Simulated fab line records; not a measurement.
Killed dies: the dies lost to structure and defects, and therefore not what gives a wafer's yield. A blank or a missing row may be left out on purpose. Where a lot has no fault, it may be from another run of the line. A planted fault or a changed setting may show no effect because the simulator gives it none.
Which tool was responsible? / flow n5-finfet / 33 wafers from 11 lots sampled at 4 of the route's 1938 steps

## WHAT THE GAUGES SHOWED, per wafer
The record lacks any reading of a measuring or inspecting step that a usual standard deviation could be used to judge.

## EACH LOT AND THE TOOL THAT RAN IT (in order: tool; ch and the chambers of the sampled wafers; start)
lot=L540; N5_BEOL_M9_ALD_74=ald-metal-03 ch 0,1,3, day 11 01:03; N5_BEOL_M9_SURFACE_TREAT_79=pvd-sputter-01, day 11 01:28; N5_BEOL_M10_ILD_DEP_00=pecvd-04 ch 0,1, day 11 02:50; N5_BEOL_M10_PECVD_70=pecvd-03 ch 1,2, day 11 03:28
lot=L544; N5_BEOL_M9_ALD_74=ald-metal-03 ch 0,2,3, day 12 05:38; N5_BEOL_M9_SURFACE_TREAT_79=pvd-sputter-03, day 12 06:04; N5_BEOL_M10_ILD_DEP_00=pecvd-04 ch 0,1,2, day 12 09:32; N5_BEOL_M10_PECVD_70=pecvd-01 ch 0,2, day 12 10:38
lot=L546; N5_BEOL_M9_ALD_74=ald-metal-01 ch 0,1,2, day 12 13:11; N5_BEOL_M9_SURFACE_TREAT_79=pvd-sputter-01, day 12 14:58; N5_BEOL_M10_ILD_DEP_00=pecvd-03 ch 0,1, day 12 16:17; N5_BEOL_M10_PECVD_70=pecvd-04 ch 0,1, day 12 17:23
lot=L547; N5_BEOL_M9_ALD_74=ald-metal-04 ch 0,1,3, day 12 22:39; N5_BEOL_M9_SURFACE_TREAT_79=pvd-sputter-02, day 12 22:56; N5_BEOL_M10_ILD_DEP_00=pecvd-04 ch 1,2, day 13 01:58; N5_BEOL_M10_PECVD_70=pecvd-03 ch 0,1,2, day 13 02:37
lot=L548; N5_BEOL_M9_ALD_74=ald-metal-04 ch 0,2,3, day 13 08:32; N5_BEOL_M9_SURFACE_TREAT_79=pvd-sputter-01, day 13 08:53; N5_BEOL_M10_ILD_DEP_00=pecvd-04 ch 0,1,2, day 13 10:10; N5_BEOL_M10_PECVD_70=pecvd-04 ch 1,2, day 13 11:17
lot=L550; N5_BEOL_M9_ALD_74=ald-metal-04 ch 0,2,3, day 13 19:04; N5_BEOL_M9_SURFACE_TREAT_79=pvd-sputter-02, day 13 19:34; N5_BEOL_M10_ILD_DEP_00=pecvd-04 ch 0,1,2, day 13 21:46; N5_BEOL_M10_PECVD_70=pecvd-01 ch 0,1,2, day 13 22:23
lot=L553; N5_BEOL_M9_ALD_74=ald-metal-03 ch 0,1,3, day 14 07:59; N5_BEOL_M9_SURFACE_TREAT_79=pvd-sputter-02, day 14 08:18; N5_BEOL_M10_ILD_DEP_00=pecvd-04 ch 0,1,2, day 14 09:49; N5_BEOL_M10_PECVD_70=pecvd-03 ch 0,1,2, day 14 10:26
lot=L554; N5_BEOL_M9_ALD_74=ald-metal-01 ch 0,2,3, day 14 14:12; N5_BEOL_M9_SURFACE_TREAT_79=pvd-sputter-02, day 14 16:08; N5_BEOL_M10_ILD_DEP_00=pecvd-01 ch 0,1, day 14 17:39; N5_BEOL_M10_PECVD_70=pecvd-03 ch 0,2, day 14 18:17
lot=L559; N5_BEOL_M9_ALD_74=ald-metal-04 ch 0,1,3, day 15 19:31; N5_BEOL_M9_SURFACE_TREAT_79=pvd-sputter-01, day 15 19:50; N5_BEOL_M10_ILD_DEP_00=pecvd-01 ch 0,2, day 15 21:44; N5_BEOL_M10_PECVD_70=pecvd-04 ch 0,2, day 15 22:21
lot=L561; N5_BEOL_M9_ALD_74=ald-metal-01 ch 0,3, day 16 09:11; N5_BEOL_M9_SURFACE_TREAT_79=pvd-sputter-01, day 16 09:28; N5_BEOL_M10_ILD_DEP_00=pecvd-03 ch 0,1, day 16 12:10; N5_BEOL_M10_PECVD_70=pecvd-04 ch 0,2, day 16 12:50
lot=L562; N5_BEOL_M9_ALD_74=ald-metal-01 ch 0,2,3, day 16 20:23; N5_BEOL_M9_SURFACE_TREAT_79=pvd-sputter-03, day 16 21:54; N5_BEOL_M10_ILD_DEP_00=pecvd-01 ch 0,1, day 16 23:22; N5_BEOL_M10_PECVD_70=pecvd-01 ch 0,2, day 17 00:00
- N5_BEOL_M9_ALD_74: deposits TaN, target thk 2 nm, pulse time 2 s, purge time 3 s.
- N5_BEOL_M9_SURFACE_TREAT_79
- N5_BEOL_M10_ILD_DEP_00: deposits SiCOH lowk from DEMS/porogen, target thk 308.51 nm, time 58 s.
- N5_BEOL_M10_PECVD_70: deposits SiO2 from TEOS/O2, target thk 20 nm, time 22.7 s.

## WHAT THE TOOLS THEMSELVES READ (means of the sampled wafers that have a number; where no wafer has one, the mark that the record gives instead)
N5_BEOL_M9_ALD_74. Usual: heater-power-w 430 W, standard deviation 54; mfc-carrier-sccm 1501 sccm, standard deviation 3.9.
lot=L540; tool=ald-metal-03; heater-power-w (W)=454; mfc-carrier-sccm (sccm)=1502; flag=
lot=L544; tool=ald-metal-03; heater-power-w (W)=445; mfc-carrier-sccm (sccm)=1503; flag=
lot=L546; tool=ald-metal-01; heater-power-w (W)=412; mfc-carrier-sccm (sccm)=1502; flag=
lot=L547; tool=ald-metal-04; heater-power-w (W)=467; mfc-carrier-sccm (sccm)=1499; flag=
lot=L548; tool=ald-metal-04; heater-power-w (W)=450; mfc-carrier-sccm (sccm)=1496; flag=
lot=L550; tool=ald-metal-04; heater-power-w (W)=443; mfc-carrier-sccm (sccm)=1500; flag=
lot=L553; tool=ald-metal-03; heater-power-w (W)=452; mfc-carrier-sccm (sccm)=1495; flag=
lot=L554; tool=ald-metal-01; heater-power-w (W)=399; mfc-carrier-sccm (sccm)=1501; flag=
lot=L559; tool=ald-metal-04; heater-power-w (W)=475; mfc-carrier-sccm (sccm)=1499; flag=
lot=L561; tool=ald-metal-01; heater-power-w (W)=368; mfc-carrier-sccm (sccm)=1499; flag=
lot=L562; tool=ald-metal-01; heater-power-w (W)=398; mfc-carrier-sccm (sccm)=1507; flag=

N5_BEOL_M10_ILD_DEP_00. Usual: heater-power-w 316 W, standard deviation 67; showerhead-plenum-p-Torr 5.738 Torr, standard deviation 0.018; throttle-valve-pct 14.1 %, standard deviation 0.47.
lot=L540; tool=pecvd-04; heater-power-w (W)=250; showerhead-plenum-p-Torr (Torr)=5.730; throttle-valve-pct (%)=13.9; flag=
lot=L544; tool=pecvd-04; heater-power-w (W)=280; showerhead-plenum-p-Torr (Torr)=5.723; throttle-valve-pct (%)=13.8; flag=
lot=L546; tool=pecvd-03; heater-power-w (W)=325; showerhead-plenum-p-Torr (Torr)=5.745; throttle-valve-pct (%)=14.2; flag=
lot=L547; tool=pecvd-04; heater-power-w (W)=229; showerhead-plenum-p-Torr (Torr)=5.715; throttle-valve-pct (%)=14.0; flag=
lot=L548; tool=pecvd-04; heater-power-w (W)=284; showerhead-plenum-p-Torr (Torr)=5.728; throttle-valve-pct (%)=13.8; flag=
lot=L550; tool=pecvd-04; heater-power-w (W)=308; showerhead-plenum-p-Torr (Torr)=5.727; throttle-valve-pct (%)=13.9; flag=
lot=L553; tool=pecvd-04; heater-power-w (W)=306; showerhead-plenum-p-Torr (Torr)=5.717; throttle-valve-pct (%)=14.0; flag=
lot=L554; tool=pecvd-01; heater-power-w (W)=313; showerhead-plenum-p-Torr (Torr)=5.745; throttle-valve-pct (%)=14.9; flag=
lot=L559; tool=pecvd-01; heater-power-w (W)=404; showerhead-plenum-p-Torr (Torr)=5.758; throttle-valve-pct (%)=14.5; flag=
lot=L561; tool=pecvd-03; heater-power-w (W)=303; showerhead-plenum-p-Torr (Torr)=5.733; throttle-valve-pct (%)=14.2; flag=
lot=L562; tool=pecvd-01; heater-power-w (W)=308; showerhead-plenum-p-Torr (Torr)=5.744; throttle-valve-pct (%)=14.9; flag=

N5_BEOL_M10_PECVD_70. Usual: heater-power-w 752 W, standard deviation 130; showerhead-plenum-p-Torr 8.80 Torr, standard deviation 0.077; susceptor-temp-C 400.03 C, standard deviation 0.24; throttle-valve-pct 23.1 %, standard deviation 0.79.
lot=L540; tool=pecvd-03; heater-power-w (W)=712; showerhead-plenum-p-Torr (Torr)=8.73; susceptor-temp-C (C)=399.82; throttle-valve-pct (%)=22.7; flag=
lot=L544; tool=pecvd-01; heater-power-w (W)=936; showerhead-plenum-p-Torr (Torr)=8.90; susceptor-temp-C (C)=400.09; throttle-valve-pct (%)=23.5; flag=
lot=L546; tool=pecvd-04; heater-power-w (W)=623; showerhead-plenum-p-Torr (Torr)=8.74; susceptor-temp-C (C)=400.21; throttle-valve-pct (%)=22.8; flag=
lot=L547; tool=pecvd-03; heater-power-w (W)=741; showerhead-plenum-p-Torr (Torr)=8.77; susceptor-temp-C (C)=399.93; throttle-valve-pct (%)=22.8; flag=
lot=L548; tool=pecvd-04; heater-power-w (W)=585; showerhead-plenum-p-Torr (Torr)=8.71; susceptor-temp-C (C)=400.09; throttle-valve-pct (%)=22.3; flag=
lot=L550; tool=pecvd-01; heater-power-w (W)=829; showerhead-plenum-p-Torr (Torr)=8.85; susceptor-temp-C (C)=399.74; throttle-valve-pct (%)=23.8; flag=
lot=L553; tool=pecvd-03; heater-power-w (W)=661; showerhead-plenum-p-Torr (Torr)=8.76; susceptor-temp-C (C)=398.13; throttle-valve-pct (%)=22.7; flag=OFF
lot=L554; tool=pecvd-03; heater-power-w (W)=688; showerhead-plenum-p-Torr (Torr)=8.81; susceptor-temp-C (C)=397.82; throttle-valve-pct (%)=22.7; flag=OFF
lot=L559; tool=pecvd-04; heater-power-w (W)=647; showerhead-plenum-p-Torr (Torr)=8.73; susceptor-temp-C (C)=399.78; throttle-valve-pct (%)=22.3; flag=
lot=L561; tool=pecvd-04; heater-power-w (W)=749; showerhead-plenum-p-Torr (Torr)=8.75; susceptor-temp-C (C)=400.26; throttle-valve-pct (%)=22.2; flag=
lot=L562; tool=pecvd-01; heater-power-w (W)=932; showerhead-plenum-p-Torr (Torr)=8.91; susceptor-temp-C (C)=399.98; throttle-valve-pct (%)=23.8; flag=

## THE ANSWER, worked out from the rows above alone
Rule: a lot counts as off when the mean over its wafers that have a number is more than 3 standard deviations away from the usual mean. A lot without any number at a reading at which 4 lots or more have one is off too. Where the step has rows for the other lots, those lots are counted as sound. The gauges are gone through in route order, then the tools' own readings, and for those a lot's mean is taken as printed above. The first step at which some lot is off is used, and at that step the reading that is off furthest; a lot without a number counts as furthest.
Off at N5_BEOL_M10_PECVD_70 (susceptor-temp-C): L553, L554.
If a tool, at that step or one of the process steps before it, ran each lot that is off and ran no sound lot following the first of them, it fits. Can't be told from this: 2 tools fit, pvd-sputter-02 at N5_BEOL_M9_SURFACE_TREAT_79, pecvd-03 at N5_BEOL_M10_PECVD_70.

## WHAT THE SIMULATOR HAD PUT IN
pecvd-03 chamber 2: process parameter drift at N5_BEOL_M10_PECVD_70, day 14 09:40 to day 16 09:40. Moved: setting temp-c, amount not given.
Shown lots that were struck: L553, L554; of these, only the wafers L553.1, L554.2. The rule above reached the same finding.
